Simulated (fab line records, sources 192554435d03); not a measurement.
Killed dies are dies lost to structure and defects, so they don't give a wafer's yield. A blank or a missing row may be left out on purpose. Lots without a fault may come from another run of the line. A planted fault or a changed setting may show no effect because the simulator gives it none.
fab line records | flow n5_finfet
record lots=7 wafers=21
route steps=1938 shown TV_OPEN@1890 PASSIVATION@1934
start_h: hours from the record's first day to the start of the lot's first wafer shown | wait_h: hours since the lot's step before | " the same as in the row above | L1.1+2: a row that stands for several wafers | - no value, or no start given | * or withheld: withheld | < > ~ a bound
route shown NAME@n: a module of which the file shows steps, and the number in the route of the first | usual: mean/standard deviation of fault-free wafers | same: alike in all rows | chamber/n: place in a boat | sites: the reading at each site | _std_site: their standard deviation | _edge_site: outer sites' mean less inner sites' | radius_mm: how far each site lies from the wafer's centre | mask NAME#n: copy n | behind: the tool/chamber that last shaped the wafer | hold: why the lot was held/for how many hours/how that ended | device: the transistor (n, p or np) that didn't switch | end of line: the same wafers' tests at the end of the route | a step without rows: its recipe alone | killed: dies lost to structure and defects at the first sort, not the wafer's yield | map: a wafer's dies, x killed, . not, _ none there
set.NAME: the setting as run; set.NAME@STEP: as run at that earlier step | model.NAME: the simulator's own value behind a step, which no gauge read
lots whose settings were changed on purpose; a table a step, a row a wafer
## steps
# step N5_PASSIVATION_ETCH_15
# recipe chemistry=CF4/N2 target=SiCN target_depth_a=750 taper_deg=2 time_s=81.2 ion_energy_ev=150 mask_material=SiNx pressure_mtorr=40 source_w=430 bias_w=70 Ar_flow_sccm=100 cf4_flow_sccm=60 n2_flow_sccm=60
# usual rf_vpp_V=381.3/1.7
# columns lot.wafer tool chamber start_h wait_h set.bias_w rf_vpp_V
L074.3 rie_diel-06 3 - - 74.45 395.6
L074.4 " 1 " " 70 379.9
L074.6 " 3 " " 70 380.3
L075.1 rie_diel-01 0 - - 70 380.9
L075.3 " 2 " " 70 380.2
L075.4 " 3 " " 70 382.2
L079.1 rie_diel-03 1 - - 66.12 369.3
L079.3 " 0 " " 66.12 369.1
L079.6 " 2 " " 70 379.9
L083.2 rie_diel-01 1 - - 59.93 345.5
L083.4 " 0 " " 59.93 345.1
L083.6 " 3 " " 59.93 344.2
L087.1 rie_diel-06 3 - - 82.58 420.4
L087.4 " 0 " " 82.58 421.5
L087.6 " 2 " " 70 381.9
L090.3 rie_diel-01 3 - - 79.34 413.8
L090.4 " 0 " " 79.34 412.3
L090.5 " 0 " " 70 380.2
L091.2 rie_diel-03 0 - - 62.69 357.2
L091.5 " 2 " " 62.69 353.1
L091.6 " 1 " " 62.69 356.3
# step N5_PASSIVATION_STRIP_73
# recipe chemistry=post_etch_residue_remover time_s=60 temp_c=25 remover_ph=withheld remover_water_wt_pct=withheld remover_fluoride_wt_pct=withheld
# step N5_PASSIVATION_SRD_17
# recipe time_s=30 temp_c=23 rinse_liquid=diw dry=n2_spin spin_rpm=1500 dry_time_s=30
# step N5_PASSIVATION_SRD_72
# recipe dry=ipa_marangoni time_s=30 temp_c=23 rinse_liquid=diw
# step N5_PASSIVATION_ANNEAL_56
# recipe temp_c=400 time_s=1800 ambient=FGA idle_temp_c=300 ramp_up_c_per_min=5 ramp_down_c_per_min=3
# step N5_PASSIVATION_PROBE_49
# usual defect_limited_yield=91.0/1.5 killed_at_M0_to_M3=34/9.1 killed_at_M4_up=14/5.7 killed_at_contacts=13/5.7 killed_at_front_end=42/12 killed_at_other=4/3.4 killed_dies=106/17 killed_open=70/13 killed_short=34/7.5 sort_bin_5_function=5.2/0.94 sort_bin_6_memory=3.4/0.69 sort_n_pass=1074/17 sort_yield_pct=91.0/1.5
# same gross_dies=1180 killed_at_back_side=0 sort_bin_4_leakage[%]=0 sort_bin_8_speed[%]=0
# columns lot.wafer tool chamber start_h wait_h set.cf4_flow_sccm@PASSIVATION_PASS_ETCH_74 defect_limited_yield[%] killed_at_M0_to_M3 killed_at_M4_up killed_at_contacts killed_at_front_end killed_at_other killed_dies killed_open killed_short sort_bin_5_function[%] sort_bin_6_memory[%] sort_n_pass sort_yield_pct[%]
L074.3 prober-01 - 270.95 0.1 100 78.3 29 194 7 26 0 256 44 21 18.9 2.3 924 78.3
L074.4 prober-01 - 271.00 0.2 100 80.3 55 135 10 28 4 232 60 27 16.3 2.9 948 80.3
L074.6 prober-01 - 271.10 0.3 100 90.8 57 13 10 27 1 108 52 21 4.8 4.1 1072 90.8
L075.1 prober-02 - 289.56 0.0 100 92.8 39 16 5 25 0 85 60 23 3.8 3.1 1095 92.8
L075.3 prober-02 - 289.66 0.1 100 90.3 39 6 9 56 4 114 81 33 6.6 2.9 1066 90.3
L075.4 prober-02 - 289.71 0.2 100 91.3 24 18 12 49 0 103 62 35 5.7 2.7 1077 91.3
L079.1 prober-01 - 299.50 0.0 109.6 0.7 44 1083 14 27 4 1172 65 32 71.0 6.7 8 0.7
L079.3 prober-01 - 299.60 0.1 109.6 89.6 36 9 20 48 10 123 84 34 6.3 3.6 1057 89.6
L079.6 prober-01 - 299.75 0.3 100 0.4 40 1084 14 35 2 1175 62 40 71.7 7.6 5 0.4
L083.2 prober-02 - 325.82 0.1 100 0 518 583 17 62 0 1180 88 39 59.4 16.8 0 0
L083.4 prober-02 - 325.92 0.2 112.8 81.0 40 9 10 162 3 224 101 35 6.7 5.3 956 81.0
L083.6 prober-02 - 326.02 0.3 112.8 0 54 1019 5 100 2 1180 89 34 55.2 3.6 0 0
L087.1 prober-02 - 356.70 0.0 100 0.7 1102 12 10 45 3 1172 65 28 73.3 6.4 8 0.7
L087.4 prober-02 - 356.85 0.2 114.6 91.4 21 13 13 50 4 101 74 24 5.4 2.9 1079 91.4
L087.6 prober-02 - 356.95 0.3 100 1.1 1093 7 20 43 4 1167 84 30 70.6 7.1 13 1.1
L090.3 prober-01 - 358.59 0.1 100 6.3 26 1023 13 34 10 1106 50 44 64.8 16.1 74 6.3
L090.4 prober-01 - 358.64 0.2 100 93.1 29 18 4 28 2 81 61 20 3.6 3.1 1099 93.1
L090.5 prober-01 - 358.69 0.2 100 5.5 34 1021 20 35 5 1115 77 39 67.4 14.2 65 5.5
L091.2 prober-01 - 368.43 0.1 100 6.5 28 12 16 1047 0 1103 54 27 12.5 2.4 77 6.5
L091.5 prober-01 - 368.58 0.2 100 92.4 27 13 9 36 5 90 56 33 4.5 2.6 1090 92.4
L091.6 prober-01 - 368.63 0.3 88.59 90.0 32 12 10 60 4 118 74 39 5.5 3.9 1062 90.0
# killed by level:class
L074.3 BEOL_M6:area_etch=182 BEOL_M2:geometric_particle:open=7 GATE_CUT:geometric_particle:short=6 MOL_CONTACT_COAG:geometric_particle:open=5 BEOL_M0_SAQP:geometric_particle:short=5 BEOL_M0_SAQP:geometric_particle:open=5 BEOL_M4:geometric_particle:open=5 BEOL_M1:geometric_particle:open=4
L074.4 BEOL_M6:area_etch=118 BEOL_M2:area_expose=15 BEOL_M2:geometric_particle:open=12 BEOL_M0_SAQP:geometric_particle:short=8 MOL_CONTACT_COAG:geometric_particle:open=7 BEOL_M1:geometric_particle:open=6 BEOL_M4:geometric_particle:open=6 BEOL_M0_SAQP:geometric_particle:open=5
L074.6 BEOL_M2:area_expose=24 BEOL_M2:geometric_particle:open=9 MOL_CONTACT_COAG:geometric_particle:open=8 DUMMY_GATE:geometric_particle:open=7 FIN_SAQP:geometric_particle:open=6 BEOL_M0_SAQP:geometric_particle:short=6 BEOL_M0_SAQP:geometric_particle:open=6 BEOL_M1:geometric_particle:open=6
L075.1 BEOL_M1:geometric_particle:open=10 STI_FIN_REVEAL:geometric_particle:open=9 BEOL_M0_SAQP:geometric_particle:short=8 BEOL_M0_SAQP:geometric_particle:open=7 BEOL_M4:geometric_particle:open=7 FIN_SAQP:geometric_particle:open=6 BEOL_M2:geometric_particle:open=6 FIN_SAQP:geometric_particle:short=3
L075.3 STI_FIN_REVEAL:geometric_particle:open=25 BEOL_M2:geometric_particle:open=14 MOL_CONTACT_COAG:geometric_particle:open=8 FIN_SAQP:geometric_particle:open=7 BEOL_M0_SAQP:geometric_particle:open=7 BEOL_M1:geometric_particle:open=6 BEOL_M0_SAQP:geometric_particle:short=6 STARTING-WAFER:geometric_particle:short=5
L075.4 FIN_SAQP:geometric_particle:short=12 BEOL_M4:geometric_particle:open=11 MOL_CONTACT_COAG:geometric_particle:open=10 STI_FIN_REVEAL:geometric_particle:open=9 BEOL_M1:geometric_particle:open=9 BEOL_M0_SAQP:geometric_particle:short=8 FIN_SAQP:geometric_particle:open=7 STI_FIN_REVEAL:geometric_particle:short=5
L079.1 BEOL_M4:area_expose=1070 BEOL_M3:geometric_particle:open=13 MOL_CONTACT_COAG:geometric_particle:open=10 STI_FIN_REVEAL:geometric_particle:open=7 BEOL_M0_SAQP:geometric_particle:open=7 BEOL_M2:geometric_particle:open=6 GATE_CUT:geometric_particle:short=5 BEOL_M1:geometric_particle:open=5
L079.3 MOL_CONTACT_COAG:geometric_particle:open=15 STI_FIN_REVEAL:geometric_particle:open=12 BEOL_M1:geometric_particle:open=8 BEOL_M3:geometric_particle:open=8 FIN_SAQP:geometric_particle:short=7 FIN_SAQP:geometric_particle:open=5 MOL_CONTACT_COAG:geometric_particle:short=5 BEOL_M0:geometric_particle:open=5
L079.6 BEOL_M4:area_expose=1072 MOL_CONTACT_COAG:geometric_particle:open=12 BEOL_M3:geometric_particle:open=8 BEOL_M0_SAQP:geometric_particle:short=7 BEOL_M0_SAQP:geometric_particle:open=7 FIN_SAQP:geometric_particle:short=6 BEOL_M2:geometric_particle:open=6 FIN_SAQP:geometric_particle:open=5
L083.2 BEOL_M4:area_expose=574 BEOL_M2:area_expose=468 STI_FIN_REVEAL:geometric_particle:open=21 BEOL_M3:geometric_particle:open=17 BEOL_M2:geometric_particle:open=9 MOL_CONTACT_COAG:area_etch=9 STI_FIN_REVEAL:geometric_particle:short=8 BEOL_M0_SAQP:geometric_particle:short=8
L083.4 SDB:area_expose=77 STI_FIN_REVEAL:geometric_particle:open=24 FIN_SAQP:geometric_particle:open=19 BEOL_M3:geometric_particle:open=19 FIN_SAQP:geometric_particle:short=10 STI_FIN_REVEAL:geometric_particle:short=6 BEOL_M0_SAQP:geometric_particle:open=5 MOL_CONTACT_COAG:area_etch=5
L083.6 BEOL_M4:area_expose=1012 SDB:area_expose=42 BEOL_M3:geometric_particle:open=21 STI_FIN_REVEAL:geometric_particle:open=16 FIN_SAQP:geometric_particle:open=15 BEOL_M0_SAQP:geometric_particle:open=14 FIN_SAQP:geometric_particle:short=9 BEOL_M0_SAQP:geometric_particle:short=8
L087.1 BEOL_M2:area_expose=1076 FIN_SAQP:geometric_particle:open=12 BEOL_M3:geometric_particle:open=7 FIN_SAQP:geometric_particle:short=6 MOL_CONTACT_COAG:geometric_particle:open=6 STI_FIN_REVEAL:geometric_particle:open=5 BEOL_M0_SAQP:geometric_particle:open=5 BEOL_M1:geometric_particle:open=5
L087.4 FIN_SAQP:geometric_particle:open=17 MOL_CONTACT_COAG:geometric_particle:open=12 GATE_CUT:geometric_particle:open=6 BEOL_M0_SAQP:geometric_particle:short=5 BEOL_M3:geometric_particle:open=5 FIN_SAQP:geometric_particle:short=4 STI_FIN_REVEAL:geometric_particle:open=4 DUMMY_GATE:geometric_particle:open=4
L087.6 BEOL_M2:area_expose=1051 MOL_CONTACT_COAG:geometric_particle:open=17 BEOL_M3:geometric_particle:open=14 FIN_SAQP:geometric_particle:open=10 BEOL_M2:geometric_particle:open=10 FIN_SAQP:geometric_particle:short=8 DUMMY_GATE:geometric_particle:open=7 STI_FIN_REVEAL:geometric_particle:open=5
L090.3 BEOL_M4:area_expose=1012 MOL_CONTACT_COAG:geometric_particle:open=11 FIN_SAQP:geometric_particle:short=9 FIN_SAQP:geometric_particle:open=7 BEOL_M0_SAQP:geometric_particle:short=6 BEOL_M3:geometric_particle:open=6 BEOL_M3:geometric_particle:short=6 PASS1_CAP:geometric_particle:short=5
L090.4 FIN_SAQP:geometric_particle:open=11 BEOL_M0_SAQP:geometric_particle:open=9 BEOL_M3:geometric_particle:open=7 BEOL_M4:geometric_particle:open=6 BEOL_M7:geometric_particle:open=6 FIN_SAQP:geometric_particle:short=5 STI_FIN_REVEAL:geometric_particle:open=5 BEOL_M0_SAQP:geometric_particle:short=5
L090.5 BEOL_M4:area_expose=998 MOL_CONTACT_COAG:geometric_particle:open=16 FIN_SAQP:geometric_particle:open=9 FIN_SAQP:geometric_particle:short=9 BEOL_M3:geometric_particle:open=9 BEOL_M1:geometric_particle:open=8 BEOL_M4:geometric_particle:open=7 BEOL_M7:geometric_particle:open=6
L091.2 HKMG_FIN:area_etch=927 SDB:area_expose=92 MOL_CONTACT_COAG:geometric_particle:open=11 BEOL_M1:geometric_particle:open=8 GATE_CUT:geometric_particle:short=6 STI_FIN_REVEAL:geometric_particle:open=5 ILD0:geometric_particle:open=4 STARTING-WAFER:geometric_particle:open=4
L091.5 FIN_SAQP:geometric_particle:open=8 BEOL_M0_SAQP:geometric_particle:short=8 GATE_CUT:geometric_particle:short=7 MOL_CONTACT_COAG:geometric_particle:open=6 BEOL_M0_SAQP:geometric_particle:open=5 STI_FIN_REVEAL:geometric_particle:open=4 BEOL_M5:geometric_particle:open=4 DUMMY_GATE:geometric_particle:open=3
L091.6 FIN_SAQP:geometric_particle:short=12 STI_FIN_REVEAL:geometric_particle:open=9 FIN_SAQP:geometric_particle:open=8 BEOL_M1:geometric_particle:open=8 MOL_CONTACT_COAG:geometric_particle:open=8 BEOL_M3:geometric_particle:open=8 DUMMY_GATE:geometric_particle:open=6 GATE_CUT:geometric_particle:short=6
## key
split step=N5_PASSIVATION_ETCH_15 setting=bias_w stated=70 by=wafer
response step=N5_PASSIVATION_ETCH_15 reading=rf_vpp_V change=+2.27 per=1% r=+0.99
split outside_this_file step=N5_PASSIVATION_PASS_ETCH_74 setting=cf4_flow_sccm
# split outside_this_file: this setting was split too, and the file shows its column; the key of that split is in another file
